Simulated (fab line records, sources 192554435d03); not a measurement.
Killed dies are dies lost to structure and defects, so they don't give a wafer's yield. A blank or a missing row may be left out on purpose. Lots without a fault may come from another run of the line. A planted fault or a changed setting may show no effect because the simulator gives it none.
fab line records | flow n5_finfet | part 2 of 2: steps 26 to 26 of 26
record lots=6 wafers=17 last_day=16
route steps=1938 shown GATE_CUT@507 MOL_CONTACT_COAG@517 PASSIVATION@1936
lots that met no fault: from a run of the same line without faults
start_h: hours from the record's first day to the start of the lot's first wafer shown | wait_h: hours since the lot's step before | " the same as in the row above | L1.1+2: a row that stands for several wafers | - no value, or no start given | * or withheld: withheld | < > ~ a bound
route shown NAME@n: a module of which the file shows steps, and the number in the route of the first | usual: mean/standard deviation of fault-free wafers | same: alike in all rows | chamber/n: place in a boat | sites: the reading at each site | _std_site: their standard deviation | _edge_site: outer sites' mean less inner sites' | radius_mm: how far each site lies from the wafer's centre | mask NAME#n: copy n | behind: the tool/chamber that last shaped the wafer | hold: why the lot was held/for how many hours/how that ended | device: the transistor (n, p or np) that didn't switch | end of line: the same wafers' tests at the end of the route | a step without rows: its recipe alone | killed: dies lost to structure and defects at the first sort, not the wafer's yield | map: a wafer's dies, x killed, . not, _ none there
set.NAME: the setting as run; set.NAME@STEP: as run at that earlier step | model.NAME: the simulator's own value behind a step, which no gauge read
lots at some steps of the route; a table a step, a row a wafer
services: from which hour (start_h, from the record's first day; less than 0 if before it) a tool's chamber was out of use, for how many hours, and why
## steps
# step N5_PASSIVATION_PROBE_49
# usual killed_at_M0_to_M3=33/9.9 killed_at_M4_up=14/6.4 killed_at_contacts=12/7 killed_at_front_end=41/13 killed_at_other=3.1/2.9 killed_dies=103/20 killed_open=67/14 killed_short=34/9.4
# same gross_dies=1180 killed_at_back_side=0
# columns lot.wafer tool chamber start_h wait_h killed_at_M0_to_M3 killed_at_M4_up killed_at_contacts killed_at_front_end killed_at_other killed_dies killed_open killed_short
L321.2 prober-02 - 265.61 0.1 46 12 22 31 5 116 82 31
L321.5 prober-02 - 265.76 0.2 35 11 21 15 3 85 55 28
L325.2 prober-01 - 291.35 0.1 43 7 9 48 0 107 62 44
L325.4 prober-01 - 291.45 0.2 14 14 19 47 3 97 64 33
L325.5 prober-01 - 291.50 0.2 46 11 10 21 4 92 56 35
L336.2 prober-01 - 362.36 0.1 26 9 6 37 12 90 53 34
L336.3 prober-01 - 362.41 0.1 22 18 11 14 3 68 51 16
L336.4 prober-01 - 362.46 0.2 20 10 9 39 8 86 61 24
L335.2 prober-01 - 362.93 0.1 39 18 30 89 4 180 116 63
L335.4 prober-01 - 363.03 0.2 45 7 13 39 4 108 66 41
L335.6 prober-01 - 363.13 0.3 57 12 25 62 11 167 102 64
L338.1 prober-02 - 378.20 0.0 40 13 11 46 4 114 70 41
L338.5 prober-02 - 378.40 0.2 28 17 4 52 1 102 60 34
L338.6 prober-02 - 378.45 0.3 39 12 10 35 3 99 71 26
L337.3 prober-02 - 395.21 0.1 15 15 17 48 3 98 60 35
L337.4 prober-02 - 395.26 0.2 29 8 15 36 7 95 57 36
L337.6 prober-02 - 395.36 0.3 25 8 12 27 2 74 49 23
# killed by level:class
L321.2 MOL_CONTACT_COAG:geometric_particle:open=17 BEOL_M3:geometric_particle:open=14 BEOL_M0_SAQP:geometric_particle:short=8 BEOL_M1:geometric_particle:open=6 STI_FIN_REVEAL:geometric_particle:open=5 GATE_CUT:geometric_particle:open=5 MOL_CONTACT_COAG:geometric_particle:short=5 BEOL_M0_SAQP:geometric_particle:open=5
L321.5 MOL_CONTACT_COAG:geometric_particle:open=15 BEOL_M3:geometric_particle:open=14 MOL_CONTACT_COAG:geometric_particle:short=6 BEOL_M0_SAQP:geometric_particle:short=6 BEOL_M0_SAQP:geometric_particle:open=5 BEOL_M1:geometric_particle:open=4 BEOL_M8:geometric_particle:open=3 STARTING-WAFER:geometric_particle:short=3
L325.2 STI_FIN_REVEAL:geometric_particle:open=17 BEOL_M0_SAQP:geometric_particle:short=11 BEOL_M0_SAQP:geometric_particle:open=10 BEOL_M1:geometric_particle:open=9 DUMMY_GATE:geometric_particle:open=6 GATE_CUT:geometric_particle:short=6 MOL_CONTACT_COAG:geometric_particle:open=5 MOL_CONTACT_COAG:geometric_particle:short=4
L325.4 STI_FIN_REVEAL:geometric_particle:open=17 MOL_CONTACT_COAG:geometric_particle:open=15 BEOL_M0_SAQP:geometric_particle:short=7 FIN_SAQP:geometric_particle:short=6 DUMMY_GATE:geometric_particle:open=5 FIN_SAQP:geometric_particle:open=4 MOL_CONTACT_COAG:geometric_particle:short=4 BEOL_M0_SAQP:geometric_particle:open=4
L325.5 BEOL_M0_SAQP:geometric_particle:short=16 BEOL_M0_SAQP:geometric_particle:open=11 MOL_CONTACT_COAG:geometric_particle:open=8 BEOL_M3:geometric_particle:open=8 DUMMY_GATE:geometric_particle:open=6 BEOL_M1:geometric_particle:open=4 BEOL_M1:geometric_particle:short=3 BEOL_M6:geometric_particle:open=3
L336.2 GATE_CUT:geometric_particle:short=8 FIN_SAQP:geometric_particle:open=7 BEOL_M3:geometric_particle:open=7 STI_FIN_REVEAL:geometric_particle:open=7 BEOL_M0_SAQP:geometric_particle:open=6 MOL_CONTACT_COAG:geometric_particle:open=5 STARTING-WAFER:geometric_particle:open=4 BEOL_M2:geometric_particle:open=4
L336.3 MOL_CONTACT_COAG:geometric_particle:open=9 BEOL_M1:geometric_particle:open=7 BEOL_M5:geometric_particle:open=6 FIN_SAQP:geometric_particle:open=5 BEOL_M4:geometric_particle:open=5 BEOL_M0_SAQP:geometric_particle:short=4 DUMMY_GATE:geometric_particle:open=3 BEOL_M0_SAQP:geometric_particle:open=3
L336.4 FIN_SAQP:geometric_particle:open=12 MOL_CONTACT_COAG:geometric_particle:open=8 STI_FIN_REVEAL:geometric_particle:open=7 BEOL_M1:geometric_particle:open=6 GATE_CUT:geometric_particle:open=5 BEOL_M0_SAQP:geometric_particle:open=4 PASS1_CAP:geometric_particle:short=4 FIN_SAQP:geometric_particle:short=3
L335.2 STI_FIN_REVEAL:geometric_particle:open=37 MOL_CONTACT_COAG:geometric_particle:open=24 FIN_SAQP:geometric_particle:short=11 FIN_SAQP:geometric_particle:open=10 GATE_CUT:geometric_particle:short=9 BEOL_M0_SAQP:geometric_particle:short=8 STI_FIN_REVEAL:geometric_particle:short=7 BEOL_M2:geometric_particle:open=7
L335.4 BEOL_M2:geometric_particle:open=16 GATE_CUT:geometric_particle:short=13 MOL_CONTACT_COAG:geometric_particle:open=10 BEOL_M3:geometric_particle:open=7 STI_FIN_REVEAL:geometric_particle:open=5 BEOL_M0_SAQP:geometric_particle:short=5 BEOL_M1:geometric_particle:open=5 STARTING-WAFER:geometric_particle:open=5
L335.6 BEOL_M0_SAQP:geometric_particle:short=20 STI_FIN_REVEAL:geometric_particle:open=20 MOL_CONTACT_COAG:geometric_particle:open=20 BEOL_M0_SAQP:geometric_particle:open=14 FIN_SAQP:geometric_particle:open=9 FIN_SAQP:geometric_particle:short=9 GATE_CUT:geometric_particle:short=7 BEOL_M2:geometric_particle:open=7
L338.1 BEOL_M0_SAQP:geometric_particle:short=16 STI_FIN_REVEAL:geometric_particle:open=13 FIN_SAQP:geometric_particle:open=12 MOL_CONTACT_COAG:geometric_particle:open=10 BEOL_M0_SAQP:geometric_particle:open=9 BEOL_M3:geometric_particle:open=9 FIN_SAQP:geometric_particle:short=6 BEOL_M5:geometric_particle:open=5
L338.5 STI_FIN_REVEAL:geometric_particle:open=14 FIN_SAQP:geometric_particle:short=13 BEOL_M3:geometric_particle:open=9 FIN_SAQP:geometric_particle:open=8 BEOL_M0_SAQP:geometric_particle:short=7 HKMG_FIN:area_etch=7 BEOL_M0_SAQP:geometric_particle:open=5 MOL_CONTACT_COAG:geometric_particle:open=4
L338.6 BEOL_M0_SAQP:geometric_particle:open=11 MOL_CONTACT_COAG:geometric_particle:open=10 BEOL_M0_SAQP:geometric_particle:short=10 BEOL_M4:geometric_particle:open=8 FIN_SAQP:geometric_particle:open=7 DUMMY_GATE:geometric_particle:open=5 BEOL_M3:geometric_particle:open=5 FIN_SAQP:geometric_particle:short=4
L337.3 FIN_SAQP:geometric_particle:short=19 MOL_CONTACT_COAG:geometric_particle:open=14 FIN_SAQP:geometric_particle:open=12 BEOL_M4:geometric_particle:open=8 BEOL_M2:geometric_particle:open=5 STARTING-WAFER:geometric_particle:open=5 GATE_CUT:geometric_particle:short=4 BEOL_M0_SAQP:geometric_particle:open=4
L337.4 MOL_CONTACT_COAG:geometric_particle:open=14 GATE_CUT:geometric_particle:short=9 FIN_SAQP:geometric_particle:open=7 BEOL_M0_SAQP:geometric_particle:short=7 BEOL_M0_SAQP:geometric_particle:open=7 BEOL_M2:geometric_particle:open=6 FIN_SAQP:geometric_particle:short=5 BEOL_M4:geometric_particle:open=4
L337.6 MOL_CONTACT_COAG:geometric_particle:open=11 BEOL_M0_SAQP:geometric_particle:open=8 FIN_SAQP:geometric_particle:short=6 FIN_SAQP:geometric_particle:open=4 BEOL_M2:geometric_particle:open=4 GATE_CUT:geometric_particle:open=3 STI_FIN_REVEAL:geometric_particle:open=3 BEOL_M3:geometric_particle:open=3
## services
# columns tool chamber start_h hours kind
rie_diel-01 1 67.45 - clean
rie_diel-01 1 67.45 - consumable_replace:focus_ring
rie_diel-01 1 67.45 16.1 scheduled_down
rie_diel-01 1 67.45 16.1 vent_cycle
cmp-02 - 73.72 6.8 pm
rie_diel-01 2 79.65 27.8 repair
cmp-04 - 79.88 2.4 repair
plasma_asher-01 - 82.60 2.8 pm
plasma_asher-01 - 112.36 0.9 repair
litho_track-01 - 117.70 - consumable_replace:filter
rie_diel-01 3 137.47 - clean
rie_diel-01 3 137.47 - consumable_replace:focus_ring
rie_diel-01 3 137.47 - consumable_replace:showerhead
rie_diel-01 3 137.47 16.5 scheduled_down
rie_diel-01 3 137.47 16.5 vent_cycle
plasma_asher-02 - 140.60 4.3 pm
rie_diel-05 - 147.61 14.6 pm
cmp-02 - 154.34 1.1 repair
cmp-02 - 163.53 4.0 pm
cmp-02 - 167.53 - consumable_replace:conditioner
cmp-02 - 167.53 - consumable_replace:pad
rie_diel-05 0 175.21 1.2 repair
cmp-01 - 176.83 2.5 repair
cmp-04 - 178.02 4.0 pm
